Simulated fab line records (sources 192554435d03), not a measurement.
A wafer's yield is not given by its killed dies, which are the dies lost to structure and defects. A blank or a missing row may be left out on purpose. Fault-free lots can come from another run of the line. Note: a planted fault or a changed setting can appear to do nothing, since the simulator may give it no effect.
A sampling plan put to the test    flow n5_finfet    one fab line, 30 faults that these records tell of, each judged on the records of the lots that it struck; 2 more are left out, because the records don't allow judging them
The line's own looks make up the plan; these are the steps of the route where a gauge or inspection reads the wafer and leaves it unchanged. Where struck wafers have a number at a look and the file lists that look's usual mean and standard deviation on fault-free wafers, the look can be judged. Caught: a look later than the fault's first step finds the struck wafers' mean 4 or more of those standard deviations (sigma) from the usual mean. On the tool: the test repeated on the tool's own readings taken at the fault's steps. A different recipe on the struck wafers counts as caught too, as does a record blank only for those wafers.

THE FAULTS, as the simulator had put them in
1. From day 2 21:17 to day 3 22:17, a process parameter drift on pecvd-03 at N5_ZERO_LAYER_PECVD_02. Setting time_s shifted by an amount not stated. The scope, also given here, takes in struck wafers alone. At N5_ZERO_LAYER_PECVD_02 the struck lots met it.
2. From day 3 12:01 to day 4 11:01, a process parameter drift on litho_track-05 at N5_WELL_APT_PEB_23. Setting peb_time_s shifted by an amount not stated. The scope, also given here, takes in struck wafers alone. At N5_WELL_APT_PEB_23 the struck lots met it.
3. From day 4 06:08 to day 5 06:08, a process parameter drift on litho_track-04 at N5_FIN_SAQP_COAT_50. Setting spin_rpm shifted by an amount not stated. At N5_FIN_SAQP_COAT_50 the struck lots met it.
4. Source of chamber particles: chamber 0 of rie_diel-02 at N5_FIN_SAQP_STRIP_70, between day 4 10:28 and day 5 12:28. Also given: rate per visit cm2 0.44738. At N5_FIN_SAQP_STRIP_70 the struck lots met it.
5. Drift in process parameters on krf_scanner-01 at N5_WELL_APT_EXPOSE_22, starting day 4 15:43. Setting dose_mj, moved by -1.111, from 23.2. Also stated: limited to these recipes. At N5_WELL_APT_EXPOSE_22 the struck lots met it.
6. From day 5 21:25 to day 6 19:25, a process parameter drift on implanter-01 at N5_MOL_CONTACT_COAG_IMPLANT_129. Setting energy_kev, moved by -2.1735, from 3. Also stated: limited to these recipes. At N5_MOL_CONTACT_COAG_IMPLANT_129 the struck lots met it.
7. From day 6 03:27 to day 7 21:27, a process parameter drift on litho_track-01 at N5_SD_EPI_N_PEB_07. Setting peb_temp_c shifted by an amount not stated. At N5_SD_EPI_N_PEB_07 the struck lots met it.
8. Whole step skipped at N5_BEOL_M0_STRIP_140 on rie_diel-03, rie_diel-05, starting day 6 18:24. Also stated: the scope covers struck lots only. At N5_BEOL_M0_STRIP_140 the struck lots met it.
9. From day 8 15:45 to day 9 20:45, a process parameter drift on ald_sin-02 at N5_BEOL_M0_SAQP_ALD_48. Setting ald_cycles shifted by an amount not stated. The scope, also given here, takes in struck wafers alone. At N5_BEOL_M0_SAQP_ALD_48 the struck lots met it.
10. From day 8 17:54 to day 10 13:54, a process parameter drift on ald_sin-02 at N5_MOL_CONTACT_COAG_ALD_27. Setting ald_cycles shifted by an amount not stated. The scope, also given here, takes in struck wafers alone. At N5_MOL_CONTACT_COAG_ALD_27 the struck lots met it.
11. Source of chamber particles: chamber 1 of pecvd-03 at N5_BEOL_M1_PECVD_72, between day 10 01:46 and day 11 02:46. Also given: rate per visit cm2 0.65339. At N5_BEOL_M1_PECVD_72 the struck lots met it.
12. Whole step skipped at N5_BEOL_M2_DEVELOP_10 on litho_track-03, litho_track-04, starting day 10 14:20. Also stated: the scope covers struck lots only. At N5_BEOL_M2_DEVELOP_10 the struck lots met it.
13. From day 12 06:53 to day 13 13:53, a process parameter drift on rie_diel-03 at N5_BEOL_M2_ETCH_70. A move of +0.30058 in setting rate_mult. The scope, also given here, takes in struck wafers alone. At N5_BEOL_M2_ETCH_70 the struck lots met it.
14. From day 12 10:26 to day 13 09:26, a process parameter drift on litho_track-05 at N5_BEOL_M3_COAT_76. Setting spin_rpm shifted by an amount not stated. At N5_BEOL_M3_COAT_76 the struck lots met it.
15. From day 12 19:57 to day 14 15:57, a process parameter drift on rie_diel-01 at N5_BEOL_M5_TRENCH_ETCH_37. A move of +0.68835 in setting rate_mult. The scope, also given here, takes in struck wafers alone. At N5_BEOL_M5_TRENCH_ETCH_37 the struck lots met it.
16. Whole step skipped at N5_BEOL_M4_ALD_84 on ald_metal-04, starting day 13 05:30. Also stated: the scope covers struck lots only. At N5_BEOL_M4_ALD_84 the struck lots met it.
17. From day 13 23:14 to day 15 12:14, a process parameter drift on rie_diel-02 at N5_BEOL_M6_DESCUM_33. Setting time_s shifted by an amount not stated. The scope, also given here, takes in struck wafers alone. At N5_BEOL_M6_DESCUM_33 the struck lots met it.
18. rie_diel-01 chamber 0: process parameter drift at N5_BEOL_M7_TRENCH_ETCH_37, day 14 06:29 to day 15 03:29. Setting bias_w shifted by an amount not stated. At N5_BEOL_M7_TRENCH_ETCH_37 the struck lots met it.
19. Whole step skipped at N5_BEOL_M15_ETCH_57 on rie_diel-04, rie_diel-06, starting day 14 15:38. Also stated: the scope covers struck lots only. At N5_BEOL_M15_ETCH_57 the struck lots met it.
20. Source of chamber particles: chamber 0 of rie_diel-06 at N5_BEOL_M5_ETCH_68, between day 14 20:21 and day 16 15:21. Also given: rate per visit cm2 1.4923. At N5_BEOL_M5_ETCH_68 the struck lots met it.
21. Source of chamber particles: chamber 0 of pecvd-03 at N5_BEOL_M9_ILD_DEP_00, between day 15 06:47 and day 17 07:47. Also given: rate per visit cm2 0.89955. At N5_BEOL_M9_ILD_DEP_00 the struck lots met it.
22. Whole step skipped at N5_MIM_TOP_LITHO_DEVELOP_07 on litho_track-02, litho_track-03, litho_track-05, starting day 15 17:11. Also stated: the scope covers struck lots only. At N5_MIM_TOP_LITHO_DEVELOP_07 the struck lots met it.
23. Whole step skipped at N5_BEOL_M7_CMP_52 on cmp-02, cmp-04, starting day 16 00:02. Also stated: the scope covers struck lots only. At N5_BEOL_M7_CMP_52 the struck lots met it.
24. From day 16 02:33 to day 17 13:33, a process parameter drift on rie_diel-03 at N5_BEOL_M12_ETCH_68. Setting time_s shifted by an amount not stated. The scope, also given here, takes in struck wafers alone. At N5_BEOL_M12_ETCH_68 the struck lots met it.
25. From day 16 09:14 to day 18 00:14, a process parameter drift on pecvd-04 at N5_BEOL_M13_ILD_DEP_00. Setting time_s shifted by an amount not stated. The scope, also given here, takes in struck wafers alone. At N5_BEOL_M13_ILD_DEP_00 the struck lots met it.
26. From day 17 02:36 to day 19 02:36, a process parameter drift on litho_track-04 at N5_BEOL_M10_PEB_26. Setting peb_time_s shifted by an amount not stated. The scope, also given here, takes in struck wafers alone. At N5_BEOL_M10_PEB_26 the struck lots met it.
27. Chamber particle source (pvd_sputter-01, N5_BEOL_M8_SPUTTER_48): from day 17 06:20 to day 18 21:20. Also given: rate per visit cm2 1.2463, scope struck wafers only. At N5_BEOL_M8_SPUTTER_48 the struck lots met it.
28. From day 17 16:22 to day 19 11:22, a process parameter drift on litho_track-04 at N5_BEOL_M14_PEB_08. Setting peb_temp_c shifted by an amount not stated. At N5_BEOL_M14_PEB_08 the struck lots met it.
29. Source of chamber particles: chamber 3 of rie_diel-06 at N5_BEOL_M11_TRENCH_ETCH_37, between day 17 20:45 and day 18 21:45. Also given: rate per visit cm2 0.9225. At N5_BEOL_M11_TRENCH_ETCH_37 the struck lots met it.
30. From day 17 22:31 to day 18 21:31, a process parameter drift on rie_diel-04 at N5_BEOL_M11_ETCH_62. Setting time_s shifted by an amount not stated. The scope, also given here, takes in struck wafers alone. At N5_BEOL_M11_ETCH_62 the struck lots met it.

WHAT THE PLAN SAW
fault  on the tool itself                                first look that catches it                       reading, sigma                                              median hours from its first step to that look  hours from the fault's start to the first struck lot there  judged looks passed uncaught
1      under 2 sigma                                     not the one look that can be judged after it     strongest: CJ_N at N5_BEOL_M4_RC_MEAS_101, -2.7             -                                              -                                                           1
2      under 2 sigma                                     none of the 4 looks that can be judged after it  strongest: SS_P at N5_BEOL_M4_RC_MEAS_101, +2.0             -                                              -                                                           4
3      spin_speed_rpm +37 sigma                          not the one look that can be judged after it     -                                                           -                                              -                                                           1
4      under 2 sigma                                     N5_FIN_SAQP_INSPECT_40                           raw_defect_count +5.5                                       1.4                                            24                                                          1
5      exposure_dose_mJ_cm2 -37 sigma                    N5_WELL_APT_CD_MEAS_25                           cd_nm -4.0                                                  0.2                                            7                                                           0
6      beam_energy_keV -99 or beyond sigma               N5_BEOL_M4_RC_MEAS_101                           RC_N +32                                                    149.2                                          142                                                         0
7      plate_temp_C -6.2 sigma                           none of the 2 looks that can be judged after it  strongest: cd_nm at N5_SD_EPI_N_CD_MEAS_09, -2.5            -                                              -                                                           2
8      the tool's record is blank for the struck wafers  none of the 2 looks that can be judged after it  -                                                           -                                              -                                                           2
9      under 2 sigma                                     not the one look that can be judged after it     -                                                           -                                              -                                                           1
10     run_length_s +99 or beyond sigma                  not the one look that can be judged after it     -                                                           -                                              -                                                           1
11     under 2 sigma                                     none of the 2 looks that can be judged after it  strongest: raw_defect_count at N5_BEOL_M1_INSPECT_13, +3.7  -                                              -                                                           2
12     no reading that can be judged                     no look after it can be judged                   -                                                           -                                              -                                                           0
13     under 2 sigma                                     not the one look that can be judged after it     -                                                           -                                              -                                                           1
14     spin_speed_rpm -70 sigma                          not the one look that can be judged after it     -                                                           -                                              -                                                           1
15     only faintly: oes_product_au +3.5 sigma           N5_BEOL_M5_OCD_MEAS_38                           trench_depth_nm +32                                         0.2                                            18                                                          0
16     the tool's record is blank for the struck wafers  no look after it can be judged                   -                                                           -                                              -                                                           0
17     under 2 sigma                                     no look after it can be judged                   -                                                           -                                              -                                                           0
18     bias_w +99 or beyond sigma                        N5_BEOL_M7_OCD_MEAS_38                           trench_depth_nm +5.7                                        0.2                                            12                                                          0
19     the tool's record is blank for the struck wafers  no look after it can be judged                   -                                                           -                                              -                                                           0
20     under 2 sigma                                     no look after it can be judged                   -                                                           -                                              -                                                           0
21     under 2 sigma                                     N5_BEOL_M9_INSPECT_13                            raw_defect_count +7.8                                       2.0                                            4                                                           0
22     no reading that can be judged                     no look after it can be judged                   -                                                           -                                              -                                                           0
23     the tool's record is blank for the struck wafers  N5_BEOL_M7_THK_MEAS_53                           M7_THK +99 or beyond                                        0.3                                            11                                                          0
24     run_length_s -99 or beyond sigma                  no look after it can be judged                   -                                                           -                                              -                                                           0
25     run_length_s +38 sigma                            N5_BEOL_M13_THK_MEAS_01                          M13_ILD_THK +12                                             0.2                                            4                                                           0
26     under 2 sigma                                     none of the 2 looks that can be judged after it  strongest: cd_nm at N5_BEOL_M10_CD_MEAS_28, +3.4            -                                              -                                                           2
27     under 2 sigma                                     no look after it can be judged                   -                                                           -                                              -                                                           0
28     plate_temp_C +35 sigma                            N5_BEOL_M14_CD_MEAS_10                           cd_nm +9.9                                                  0.1                                            2                                                           0
29     under 2 sigma                                     no look after it can be judged                   -                                                           -                                              -                                                           0
30     under 2 sigma                                     no look after it can be judged                   -                                                           -                                              -                                                           0
A dash: the fault isn't caught, or these records don't give the number.

Caught at a look: 9 of 30. Caught on the tool: 14 of 30. By one or the other: 17 of 30.
Faults 3, 7, 8, 10, 14, 16, 19, 24 were caught on the tool alone.
Caught at a look alone: faults 4, 15, 21.
Caught by neither: faults 1, 2, 9, 11, 12, 13, 17, 20, 22, 26, 27, 29, 30.

THINNER SAMPLING
In the worst case, this is how late the first struck lot would be measured if the look that catches a fault measured only every second or every third lot, by lot number:
fault  struck lots at that look, in order of time  every lot  every second lot  every third lot
4      L466                                        24 h       may miss it       may miss it
5      L606, L607, L608, L609                      7 h        11 h              17 h
6      L300, L303                                  142 h      178 h             may miss all 2
15     L266, L264, L269                            18 h       41 h              may miss all 3
18     L794                                        12 h       may miss it       may miss it
21     L493, L492                                  4 h        50 h              may miss all 2
23     L427, L426, L428                            11 h       12 h              13 h
25     L923, L928, L931                            4 h        23 h              may miss all 3
28     L580, L581                                  2 h        17 h              may miss all 2
Hours are from the fault's start to the first struck lot that is measured. 4 sigma limit: tested on the pooled struck wafers, so a lone lot may be under it. Other struck lots may not be in these records.

THE LONGEST TIMED WAY FROM STEP TO LOOK
Fault 6: a median of 149.2 hours passes between N5_MOL_CONTACT_COAG_IMPLANT_129 and N5_BEOL_M4_RC_MEAS_101. No look between them can be judged.
